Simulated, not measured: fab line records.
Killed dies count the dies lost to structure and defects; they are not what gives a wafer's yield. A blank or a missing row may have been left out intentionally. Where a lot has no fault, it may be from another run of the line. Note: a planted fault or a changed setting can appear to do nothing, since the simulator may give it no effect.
Comparing a struck lot with a sound one	flow nand_harc	14 out of 1159 route steps
Sound: wafers L806.1, L806.2, L806.5. Struck: wafer L798.2; the same lot's L798.6 was not struck, so it is left out; see the end for the cause.
Per side, at each step with rows, come the tool, then ch with its chambers, and then its first start. Under that, the readings that differ: sound wafers	struck wafers	difference of the means	sigmas: that difference in standard deviations of wafers without a fault.
alike: readings with means less than 2 such deviations apart, plus words and numbers identical on both sides. not compared: withheld readings, readings lacking a value on some wafer, bounds such as >300 that could conceal the same value, and numbers that have no deviation in the record and whose values overlap.
A row with sigmas, a row that says differs or no value, or rows on one side alone: a step with any of these is where the two part. Numbers that have no deviation but don't overlap get no sigmas and don't part them. Lack of a reading on every wafer of one side parts them only where that side has two or more wafers.

first, 1 step without rows for these wafers: NHARC_A_ONON_D1_DEP_12 (target thk 1000 nm).
NHARC_A_ONON_D1_THK_MEAS_14: measures by ellipsometry.
  sound: film_metro-01 at day 11 14:13; struck: film_metro-01 at day 9 10:16
  alike: thk_nm
then, 2 steps without rows for these wafers: NHARC_A_ONON_D1_ANNEAL_15 (time 3600 s); NHARC_A_ONON_D1_DEP_16 (target thk 1000 nm).
NHARC_A_ONON_D1_THK_MEAS_18: measures by ellipsometry.
  sound: film_metro-02 at day 11 22:58; struck: film_metro-02 at day 9 17:20
reading	sound	struck	difference	sigmas
thk_nm (nm)	1019 1019 1019	997	-22	-2
then, 1 step without rows for these wafers: NHARC_A_ONON_D1_DEP_19 (target thk 1000 nm).
NHARC_A_ONON_D1_THK_MEAS_21: measures by ellipsometry.
  sound: film_metro-02 at day 11 23:32; struck: film_metro-02 at day 9 17:55
reading	sound	struck	difference	sigmas
thk_nm (nm)	1011 1012 1012	993	-19	-2
then, 1 step without rows for these wafers: NHARC_A_ONON_D1_DEP_22 (target thk 1000 nm).
NHARC_A_ONON_D1_THK_MEAS_24: measures by ellipsometry.
  sound: film_metro-02 at day 12 00:17; struck: film_metro-01 at day 9 18:30
reading	sound	struck	difference	sigmas
thk_nm (nm)	1007 1007 1007	987	-20	-2
then, 1 step without rows for these wafers: NHARC_A_ONON_D1_DEP_25 (target thk 1000 nm).
NHARC_A_ONON_D1_THK_MEAS_27: measures by ellipsometry.
  sound: film_metro-01 at day 12 01:00; struck: film_metro-02 at day 9 19:04
reading	sound	struck	difference	sigmas
thk_nm (nm)	975 974 973	1001	+27	+3
NHARC_A_ONON_D1_DEP_28: target thk 1000 nm.
  sound on pecvd_onon-01 ch 0, day 12 01:11; struck on pecvd_onon-04 ch 0, day 9 19:11
NHARC_A_ONON_D1_THK_MEAS_30: measures by ellipsometry.
  sound: film_metro-02 at day 12 01:42; struck: film_metro-02 at day 9 19:38
reading	sound	struck	difference	sigmas
thk_nm (nm)	996 997 994	681	-315	-43
NHARC_A_ONON_D1_DEP_33: deposits SiO2, target thk 200 nm.
  sound on pecvd-02 ch 0,1, day 12 01:46; struck on pecvd-04 ch 2, day 9 19:47
reading	sound	struck	difference	sigmas
throttle_valve_pct (%)	15.34 15.95 15.90	16.37	+0.64	+2
  alike: heater_power_w
  not compared: since_wet_clean_h

## WHERE THEY PART
First at NHARC_A_ONON_D1_THK_MEAS_18; last, within this record, at NHARC_A_ONON_D1_DEP_33.

WHY: what had been put in by the simulator
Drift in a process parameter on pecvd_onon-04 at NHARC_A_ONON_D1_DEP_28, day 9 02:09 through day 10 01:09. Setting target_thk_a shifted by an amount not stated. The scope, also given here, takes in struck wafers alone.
